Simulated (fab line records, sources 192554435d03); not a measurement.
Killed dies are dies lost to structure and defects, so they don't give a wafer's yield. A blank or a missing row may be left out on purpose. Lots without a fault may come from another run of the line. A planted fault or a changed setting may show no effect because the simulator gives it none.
A struck lot beside a sound one | flow n5_finfet | 15 steps out of a route of 1938
Sound: wafers L633.3, L633.5, L633.6. Struck: wafer L627.1. (L627.3 of the same lot was not struck and is left out.) The cause comes at the end.
At each step with rows: each side's tool, then ch and its chambers, then its first start. Under that, the readings that differ: sound wafers | struck wafers | difference of the means | sigmas: that difference in standard deviations of wafers without a fault.
alike: readings whose means differ by less than 2 such deviations, and words and numbers that are the same on both sides. not compared: withheld readings, readings that some wafer has no value for, bounds like >300 that may hide the same value, and numbers for which the record gives no deviation and whose values overlap.
The two part at a step that has a row with sigmas, a row that says differs or no value, or rows on one side only. Numbers that don't overlap but have no deviation are shown without sigmas and don't part them. A reading that every wafer of one side lacks parts them only if that side has two wafers or more.

N5_MOL_CONTACT_COAG_OVL_MEAS_85:
  sound on overlay-02 ch 0, day 8 11:55; struck on overlay-01 ch 0, day 7 04:29
  alike: VG_OVL
N5_MOL_CONTACT_COAG_INSPECT_57: inspects for defects (brightfield).
  sound on defect_inspect-01, day 8 11:58; struck on defect_inspect-02, day 7 04:33
  alike: raw_defect_count
N5_MOL_CONTACT_COAG_DESCUM_88: chemistry O2, time 7 s.
  sound on rie_diel-06 ch 2,3, day 8 12:44; struck on rie_diel-01 ch 1, day 7 04:47
  reading          | sound             | struck | difference | sigmas
  bias_power_w (W) | 19.98 19.98 20.04 | 19.86  | -0.14      | -2
  alike: chamber_pressure_mTorr, drypump_motor_current_A, o2_flow_sccm, oes_product_au, rf_vpp_V, showerhead_plenum_p_Torr, throttle_valve_pct
  not compared: rf_hours_counter_h
then, 1 step without rows for these wafers: N5_MOL_CONTACT_COAG_ETCH_89 (etches underlayer in N2/H2, target depth 13 nm, time 10.4 s).
N5_MOL_CONTACT_COAG_ETCH_90: etches SiARC in CF4, target depth 13 nm, time 21.7 s.
  sound on rie_diel-06 ch 2,3, day 8 12:47; struck on rie_diel-01 ch 1, day 7 04:50
  alike: chamber_pressure_mTorr, drypump_motor_current_A, etch_rf_on_time_s, oes_product_au, rf_vpp_V, showerhead_plenum_p_Torr, throttle_valve_pct
  not compared: rf_hours_counter_h
N5_MOL_CONTACT_COAG_ALD_131: deposits SiO2, target thk 5 nm, pulse time 1 s, co reactant pulse time 1 s.
  sound on ald_sin-03 ch 0,1,2, day 8 12:52; struck on ald_sin-04 ch 2, day 7 04:55
  alike: heater_power_w, precursor_pulse_height_rel, susceptor_temp_C
then, 1 step without rows for these wafers: N5_MOL_CONTACT_COAG_ETCHBACK_132 (etches SiO2 in CHF3, target depth 10 nm, time 6.7 s).
N5_MOL_CONTACT_COAG_ETCH_91: etches SOC in N2/H2, target depth 60 nm, overetch 21 nm, time 101.2 s.
  sound on rie_diel-01 ch 1,2,3, day 8 13:07; struck on rie_diel-02 ch 1, day 7 05:17
  reading                         | sound          | struck | difference | sigmas
  showerhead_plenum_p_Torr (Torr) | 2.45 2.60 2.33 | 2.69   | +0.23      | +2
  alike: chamber_pressure_mTorr, drypump_motor_current_A, oes_product_au, rf_vpp_V, throttle_valve_pct
  not compared: rf_hours_counter_h
then, 4 steps without rows for these wafers: N5_MOL_CONTACT_COAG_STRIP_92 (strips in N2/H2); N5_MOL_CONTACT_COAG_STRIP_93 (strips in N2/H2); N5_MOL_CONTACT_COAG_ETCHBACK_135 (etches SiO2 in CHF3, target depth 25 nm, time 16.7 s); N5_MOL_CONTACT_COAG_STRIP_118 (strips in CHF3).
N5_MOL_CONTACT_COAG_VIA_ETCH_46: etches SiO2 in C4F6/O2, target depth 46 nm, overetch 9.2 nm, time 40 s.
  sound on rie_diel-01 ch 1,2,3, day 8 13:14; struck on rie_diel-02 ch 1, day 7 05:24
  reading                                           | sound        | struck | difference | sigmas
  model.SOC_of_MOL_CONTACT_COAG_COAT_75.thk_nm (nm) | 50.8 51 50.8 | 47     | -4         |
  alike: chamber_pressure_mTorr, drypump_motor_current_A, oes_product_au, rf_vpp_V, showerhead_plenum_p_Torr, throttle_valve_pct
  not compared: rf_hours_counter_h
N5_MOL_CONTACT_COAG_STRIP_96: strips in N2/H2.
  sound on rie_diel-01 ch 1,2,3, day 8 13:18; struck on rie_diel-02 ch 1, day 7 05:28
  reading                         | sound          | struck | difference | sigmas
  showerhead_plenum_p_Torr (Torr) | 3.24 3.44 3.09 | 3.55   | +0.29      | +2
  alike: bias_power_w, chamber_pressure_mTorr, drypump_motor_current_A, oes_product_au, rf_vpp_V, throttle_valve_pct
  not compared: rf_hours_counter_h
-- the record jumps here: 4 days lie between the struck wafers' starts before and after (it left off in module MOL_CONTACT_COAG and takes up again in module BEOL_M4, whose first step shown is number 1111 of the route) --
N5_BEOL_M4_RC_MEAS_101:
  sound on prober-01 ch 0, day 12 03:47; struck on prober-01 ch 0, day 11 07:12
  alike: DIBL_N, DIBL_P, IOFF_N, IOFF_P, ION_N, ION_P, SS_N, SS_P, VT_N, VT_P

WHERE THEY PART
First at N5_MOL_CONTACT_COAG_DESCUM_88; last, within this record, at N5_MOL_CONTACT_COAG_STRIP_96. Later steps at which nothing parts them and some readings are alike: N5_BEOL_M4_RC_MEAS_101.

WHY: what the simulator had put in
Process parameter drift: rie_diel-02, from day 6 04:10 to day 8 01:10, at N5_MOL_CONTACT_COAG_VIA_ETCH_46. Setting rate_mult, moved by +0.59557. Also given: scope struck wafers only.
